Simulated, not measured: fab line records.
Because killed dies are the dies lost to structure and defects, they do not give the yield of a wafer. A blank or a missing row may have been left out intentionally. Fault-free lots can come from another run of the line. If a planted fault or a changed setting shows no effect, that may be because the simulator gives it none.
Matching of chambers / flow n5 finfet / N5_BEOL_M2_PRE_CLEAN_60 on cvd co-02 has 3 sister chambers
The step time 15 s. 6 wafers are shown with their chamber, then 7 later ones without.

## WAFERS, EACH WITH ITS CHAMBER
wafer=L601.2; chamber=0; heater power w (W)=80
wafer=L601.5; chamber=2; heater power w (W)=68
wafer=L605.2; chamber=2; heater power w (W)=66
wafer=L605.6; chamber=1; heater power w (W)=85
wafer=L609.2; chamber=0; heater power w (W)=82
wafer=L609.4; chamber=1; heater power w (W)=88

## WAFERS WHOSE CHAMBER IS MISSING
wafer=L609.5; heater power w (W)=83
wafer=L614.1; heater power w (W)=67
wafer=L614.2; heater power w (W)=88
wafer=L614.3; heater power w (W)=83
wafer=L617.1; heater power w (W)=68
wafer=L617.5; heater power w (W)=87
wafer=L617.6; heater power w (W)=66

## WHICH CHAMBER EACH WENT THROUGH
wafer=L609.5; from the rows above=can't be placed: 0 or 1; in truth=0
wafer=L614.1; from the rows above=2; in truth=2
wafer=L614.2; from the rows above=1; in truth=1
wafer=L614.3; from the rows above=can't be placed: 0 or 1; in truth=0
wafer=L617.1; from the rows above=2; in truth=2
wafer=L617.5; from the rows above=1; in truth=1
wafer=L617.6; from the rows above=2; in truth=2
5 of 7 placed correctly. Unplaceable from these rows: 2, with the true chamber sitting among the candidates in 2. Number placed wrongly: 0.
How it was worked out, from the rows above alone: a wafer's distance from a chamber is the root of the sum, over the readings, of the square of ((its reading less the chamber's mean) divided by the reading's scatter). The wafer belongs to the nearest chamber; if the next one is less than 2 further off, it can't be placed. A chamber's mean is the mean of its shown wafers. The scatter: the root of (the sum of the squares of (reading less its chamber's mean) over the shown wafers, divided by (wafers less chambers)).
